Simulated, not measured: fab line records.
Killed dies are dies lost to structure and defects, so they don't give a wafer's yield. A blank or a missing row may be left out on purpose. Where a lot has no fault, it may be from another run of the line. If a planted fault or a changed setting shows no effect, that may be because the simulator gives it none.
Code-filled problem report in 8D (eight disciplines) form	flow n5_finfet	the parts of the form that need people (team, actions taken, sign-off) are left out

== 1. THE PROBLEM ==
Wafers without a fault read 89.4 s, standard deviation 0.38; run_length_s at N5_BEOL_M2_VIA_ETCH_34 reads a mean of 72.8 s on 4 wafers belonging to 3 lots. Measured from the usual mean, that is -44 standard deviations.
The step: etches the open film in C4F6/O2, target depth 69.4 nm, time 65.9 s.
First seen on wafer L764.1, day 8 08:48, on rie_diel-02. The record holds 20 wafers of 7 lots with a number at this step. By rule, "out" or "out of limits" means more than 4 standard deviations away from the usual mean. The other wafers with a number count as sound.

== 2. WHAT IT IS, WHAT IT ISN'T ==
question	is	is not
which readings at this step	run_length_s	drypump_motor_current_A, oes_product_au, rf_vpp_V, showerhead_plenum_p_Torr, throttle_valve_pct
which lots	L764, L765, L769	L761, L778, L779, L780
which wafers of those lots	L764.1, L764.2, L765.1, L769.1	L764.3, L765.5, L765.6, L769.4
read on which tools	rie_diel-02	rie_diel-06
when	from day 8 08:48	up to then (4 sound wafers); but 12 sound wafers of L765, L769, L778, L779, L780 came after

== 3. SUSPECTS, AND WHAT RULES EACH OUT ==
Counting: a tool at a process step up to the reading stays a suspect if it ran every lot that is out. Sound lots after the first of them don't rule it out here, since some wafers of a struck lot are sound.
- rie_diel-01 at N5_BEOL_M2_DESCUM_33 (chemistry O2, time 7 s): kept. It ran every lot that is out, first L764 (day 8 04:47).
- rie_diel-01 at N5_BEOL_M2_ETCH_77 (etches underlayer in N2/H2, target depth 6.5 nm, time 5.2 s): kept. It ran every lot that is out, first L764 (day 8 04:49).
- rie_diel-02 at N5_BEOL_M2_ETCHBACK_99 (etches SiO2 in CHF3, target depth 5 nm, time 10.4 s): kept. Ran every lot that is out, first one L764 (day 8 08:39); last sound lot up to then L761 (day 7 09:37).
- rie_diel-02 at N5_BEOL_M2_ETCH_70 (etches SOC in N2/H2, target depth 80 nm, overetch 24 nm, time 130 s): kept. Ran every lot that is out, first one L764 (day 8 08:41); last sound lot up to then L761 (day 7 09:39).
- rie_diel-02 at N5_BEOL_M2_VIA_ETCH_34 (etches the open film in C4F6/O2, target depth 69.4 nm, time 65.9 s): kept. Ran every lot that is out, first one L764 (day 8 08:48); last sound lot up to then L761 (day 7 09:46). Its own readings are out on those wafers: run_length_s.
Left after counting: rie_diel-01 at N5_BEOL_M2_DESCUM_33, rie_diel-01 at N5_BEOL_M2_ETCH_77, rie_diel-02 at N5_BEOL_M2_ETCHBACK_99, rie_diel-02 at N5_BEOL_M2_ETCH_70, rie_diel-02 at N5_BEOL_M2_VIA_ETCH_34.

== 4. THE CAUSE (what the simulator had put in) ==
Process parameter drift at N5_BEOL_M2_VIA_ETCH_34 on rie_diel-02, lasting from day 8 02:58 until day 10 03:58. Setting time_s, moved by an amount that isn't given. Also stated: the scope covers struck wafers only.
Counting leaves 5 suspects; this tool is one of them.

== 5. THE EFFECT CHAIN, in route order ==
Each row: a reading whose mean over the struck wafers that have a number lies more than 3 standard deviations from the usual. Scope: only readings with a usual standard deviation given in the record; hours: median across lots of the time from each lot's start at the first step in this table that gives one to its start at this step; sigmas: change in usual standard deviations.
hours	step	reading	usual	on struck wafers	change	sigmas
0	N5_BEOL_M2_VIA_ETCH_34	run_length_s	89.4 s	72.8	-16.6	-44
Here are the process steps it includes:
- N5_BEOL_M2_VIA_ETCH_34: etches the open film in C4F6/O2, target depth 69.4 nm, time 65.9 s.
Later steps that measure or inspect, where all struck wafers having a row at the step show a number for every such reading and not one has moved that far: N5_BEOL_M4_RC_MEAS_101.

== 6. WHAT WOULD HAVE CAUGHT IT SOONER ==
6 hours passed between the start of the fault at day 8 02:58 and the first reading out of limits in this record, taken at day 8 08:48.
